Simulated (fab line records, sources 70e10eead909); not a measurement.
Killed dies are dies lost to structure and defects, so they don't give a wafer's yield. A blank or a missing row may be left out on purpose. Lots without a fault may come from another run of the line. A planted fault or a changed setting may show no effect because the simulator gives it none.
Which tool did it? | flow nand_harc | 24 lots, 72 wafers sampled, at 4 steps of a route of 1302

WHAT THE GAUGES READ, wafer by wafer
NHARC_P_CONTACT_INSPECT_27. Usual: raw_defect_count 301, standard deviation 120.
lot  | measured     | on                | raw_defect_count | flag
L074 | day 6 07:12  | defect_inspect-01 | 425 358 445      |
L075 | day 6 13:51  | defect_inspect-01 | 292 301 182      |
L076 | day 6 15:59  | defect_inspect-02 | 562 451 351      |
L077 | day 7 03:27  | defect_inspect-01 | 202 160 187      |
L078 | day 7 17:40  | defect_inspect-02 | 347 297 388      |
L079 | day 8 00:04  | defect_inspect-02 | 412 206 218      |
L080 | day 8 13:00  | defect_inspect-01 | 242 306 194      |
L081 | day 8 21:59  | defect_inspect-01 | 212 355 235      |
L082 | day 9 06:02  | defect_inspect-02 | 283 286 518      |
L083 | day 9 20:20  | defect_inspect-02 | 158 163 250      |
L084 | day 10 08:49 | defect_inspect-02 | 358 299 222      |
L085 | day 10 14:07 | defect_inspect-01 | 339 377 187      |
L086 | day 10 20:13 | defect_inspect-01 | 120 198 166      |
L087 | day 11 07:21 | defect_inspect-01 | 578 323 408      |
L088 | day 12 08:19 | defect_inspect-01 | 194 149 162      |
L090 | day 12 15:26 | defect_inspect-01 | 257 233 201      |
L089 | day 12 16:37 | defect_inspect-02 | 225 199 290      |
L091 | day 13 03:30 | defect_inspect-02 | 469 418 695      |
L092 | day 13 21:22 | defect_inspect-01 | 191 242 323      |
L094 | day 14 04:25 | defect_inspect-01 | 221 223 311      |
L093 | day 14 04:39 | defect_inspect-02 | 452 433 334      |
L095 | day 14 16:00 | defect_inspect-01 | 383 336 272      |
L096 | day 15 03:03 | defect_inspect-01 | 236 98 171       |
L097 | day 15 11:41 | defect_inspect-01 | 166 268 184      |

NHARC_P_M1_CD_MEAS_09: target cd 130 nm. Usual: cd_nm 130.0 nm, standard deviation 0.65.
lot  | measured     | on        | cd_nm (nm)        | flag
L074 | day 6 12:09  | cd_sem-01 | 129.4 130.3 129.6 |
L075 | day 6 18:41  | cd_sem-01 | 130.0 129.5 130.0 |
L076 | day 6 20:48  | cd_sem-03 | 129.9 130.6 130.4 |
L077 | day 7 08:31  | cd_sem-01 | 129.5 129.4 129.2 |
L078 | day 7 22:31  | cd_sem-01 | 129.8 129.6 130.3 |
L079 | day 8 05:01  | cd_sem-01 | 130.2 129.7 129.9 |
L080 | day 8 17:52  | cd_sem-01 | 129.8 129.5 129.8 |
L081 | day 9 02:56  | cd_sem-03 | 130.5 130.6 130.6 |
L082 | day 9 10:53  | cd_sem-03 | 129.9 130.1 129.9 |
L083 | day 10 01:16 | cd_sem-01 | 129.1 129.6 129.3 |
L084 | day 10 14:07 | cd_sem-01 | 127.8 129.4 129.6 |
L085 | day 10 19:19 | cd_sem-03 | 130.5 130.1 129.7 |
L086 | day 11 01:33 | cd_sem-03 | 129.4 129.7 130.8 |
L087 | day 11 12:11 | cd_sem-02 | 129.2 130.4 130.6 |
L088 | day 12 13:09 | cd_sem-03 | 128.8 129.4 130.9 |
L090 | day 12 20:17 | cd_sem-01 | 130.8 129.7 130.1 |
L089 | day 12 21:50 | cd_sem-01 | 131.0 130.7 129.5 |
L091 | day 13 08:44 | cd_sem-03 | 129.8 129.7 130.8 |
L092 | day 14 02:21 | cd_sem-01 | 129.5 129.8 130.8 |
L094 | day 14 09:34 | cd_sem-02 | 129.4 129.7 129.3 |
L093 | day 14 09:50 | cd_sem-01 | 130.5 129.2 130.2 |
L095 | day 14 20:48 | cd_sem-01 | 130.7 130.3 130.1 |
L096 | day 15 07:53 | cd_sem-02 | 129.7 129.2 129.8 |
L097 | day 15 16:51 | cd_sem-03 | 130.1 131.4 130.5 |

NHARC_P_M1_OVL_MEAS_10: pitch 260 nm. Usual: overlay_x_nm -0.2 nm, standard deviation 0.71; overlay_y_nm -0.1 nm, standard deviation 0.71.
lot  | measured     | on         | overlay_x_nm (nm) | overlay_y_nm (nm) | flag
L074 | day 6 12:14  | overlay-01 | 0.4 0.9 0.5       | -2.2 -1.9 -1.7    |
L075 | day 6 18:47  | overlay-02 | 0.8 0.3 0.7       | -1.3 -1.1 -1.5    |
L076 | day 6 20:53  | overlay-01 | -0.2 -0.2 -0.2    | -0.1 -0.4 -0.1    |
L077 | day 7 08:37  | overlay-01 | -0.3 -0.2 0.6     | 0.7 0.2 0.5       |
L078 | day 7 22:36  | overlay-02 | -0.7 -0.4 -0.8    | 1.0 0.6 0.6       |
L079 | day 8 05:05  | overlay-01 | -0.1 -0.7 0.1     | -0.3 0.0 -0.4     |
L080 | day 8 17:57  | overlay-02 | 0.3 0.5 -0.1      | 0.1 0.0 0.6       |
L081 | day 9 03:02  | overlay-02 | 0.3 0.4 0.5       | -0.7 0.0 -0.6     |
L082 | day 9 10:58  | overlay-01 | -0.5 -0.7 -0.6    | -0.6 -0.3 -0.7    |
L083 | day 10 01:22 | overlay-02 | -0.4 -0.4 -0.4    | 0.7 0.5 0.2       |
L084 | day 10 14:13 | overlay-02 | 0.1 -0.5 -0.2     | -0.2 -1.2 -0.8    |
L085 | day 10 19:24 | overlay-01 | -0.6 0.3 -0.8     | 0.7 0.0 0.4       |
L086 | day 11 01:38 | overlay-01 | -0.6 -0.4 0.0     | -0.7 0.1 -0.5     |
L087 | day 11 12:16 | overlay-01 | -0.7 0.0 -0.2     | 0.1 0.0 0.2       |
L088 | day 12 13:14 | overlay-02 | -1.4 -0.7 -1.2    | -0.1 -0.1 -0.1    |
L090 | day 12 20:22 | overlay-01 | 1.5 0.9 1.1       | 1.1 0.6 0.4       |
L089 | day 12 21:56 | overlay-02 | -1.0 -1.2 -0.8    | -0.2 0.3 -0.1     |
L091 | day 13 08:49 | overlay-01 | 0.9 1.2 0.8       | -0.2 -0.3 -0.2    |
L092 | day 14 02:26 | overlay-02 | 0.0 0.4 0.4       | 0.7 0.6 0.2       |
L094 | day 14 09:39 | overlay-01 | -0.3 0.4 -0.8     | -0.5 -0.6 -0.1    |
L093 | day 14 09:55 | overlay-02 | -0.6 -1.1 -0.8    | 0.3 0.1 0.0       |
L095 | day 14 20:53 | overlay-01 | -0.9 -0.6 -1.0    | 0.5 -0.2 0.4      |
L096 | day 15 07:58 | overlay-01 | 0.9 0.7 0.3       | -0.6 -0.8 -0.6    |
L097 | day 15 16:56 | overlay-02 | -1.3 -0.9 -1.3    | 0.7 0.7 1.4       |

WHICH TOOL RAN EACH LOT (tool, then ch and the chambers of the sampled wafers, then the start)
lot  | NHARC_P_M0_PRE_CLEAN_29
L074 | pvd_sputter-01, day 6 12:09 or earlier
L075 | pvd_sputter-03, day 6 18:41 or earlier
L076 | pvd_sputter-01, day 6 20:48 or earlier
L077 | pvd_sputter-01, day 7 08:31 or earlier
L078 | pvd_sputter-01, day 7 22:31 or earlier
L079 | pvd_sputter-01, day 8 05:01 or earlier
L080 | pvd_sputter-02, day 8 17:52 or earlier
L081 | pvd_sputter-02, day 9 02:56 or earlier
L082 | pvd_sputter-03, day 9 10:53 or earlier
L083 | pvd_sputter-03, day 10 01:16 or earlier
L084 | pvd_sputter-01, day 10 14:07 or earlier
L085 | pvd_sputter-01, day 10 19:19 or earlier
L086 | pvd_sputter-01, day 11 01:33 or earlier
L087 | pvd_sputter-01, day 11 12:11 or earlier
L088 | pvd_sputter-02, day 12 13:09 or earlier
L090 | pvd_sputter-01, day 12 20:17 or earlier
L089 | pvd_sputter-03, day 12 21:50 or earlier
L091 | pvd_sputter-01, day 13 08:44 or earlier
L092 | pvd_sputter-01, day 14 02:21 or earlier
L094 | pvd_sputter-02, day 14 09:34 or earlier
L093 | pvd_sputter-03, day 14 09:50 or earlier
L095 | pvd_sputter-02, day 14 20:48 or earlier
L096 | pvd_sputter-02, day 15 07:53 or earlier
L097 | pvd_sputter-01, day 15 16:51 or earlier
- NHARC_P_M0_PRE_CLEAN_29: time 30 s.

WHAT THE TOOLS THEMSELVES READ (means of the sampled wafers that have a number; where no wafer has one, the mark that the record gives instead)
NHARC_P_M0_PRE_CLEAN_29. Usual: heater_power_w 395 W, standard deviation 46.
lot  | tool           | heater_power_w (W) | flag
L074 | pvd_sputter-01 | 397                |
L075 | pvd_sputter-03 | 389                |
L076 | pvd_sputter-01 | 372                |
L077 | pvd_sputter-01 | 351                |
L078 | pvd_sputter-01 | 406                |
L079 | pvd_sputter-01 | 370                |
L080 | pvd_sputter-02 | 395                |
L081 | pvd_sputter-02 | 402                |
L082 | pvd_sputter-03 | 396                |
L083 | pvd_sputter-03 | 396                |
L084 | pvd_sputter-01 | 373                |
L085 | pvd_sputter-01 | 368                |
L086 | pvd_sputter-01 | 393                |
L087 | pvd_sputter-01 | 391                |
L088 | pvd_sputter-02 | 400                |
L090 | pvd_sputter-01 | 402                |
L089 | pvd_sputter-03 | 426                |
L091 | pvd_sputter-01 | 373                |
L092 | pvd_sputter-01 | 382                |
L094 | pvd_sputter-02 | 340                |
L093 | pvd_sputter-03 | 430                |
L095 | pvd_sputter-02 | 387                |
L096 | pvd_sputter-02 | 390                |
L097 | pvd_sputter-01 | 414                |

THE ANSWER, worked out from the rows above alone
Rule: a lot is off if the mean of its wafers that have a number lies more than 3 standard deviations from the usual mean. A lot without any number at a reading at which 4 lots or more have one is off too. The other lots that the step has rows for count as sound. The gauges are gone through in route order, then the tools' own readings, and for those a lot's mean is taken as printed above. The first step at which some lot is off is used, and at that step the reading that is off furthest; a lot without a number counts as furthest.
No lot is off at any reading shown: from this, nothing can be told.

WHAT THE SIMULATOR HAD PUT IN
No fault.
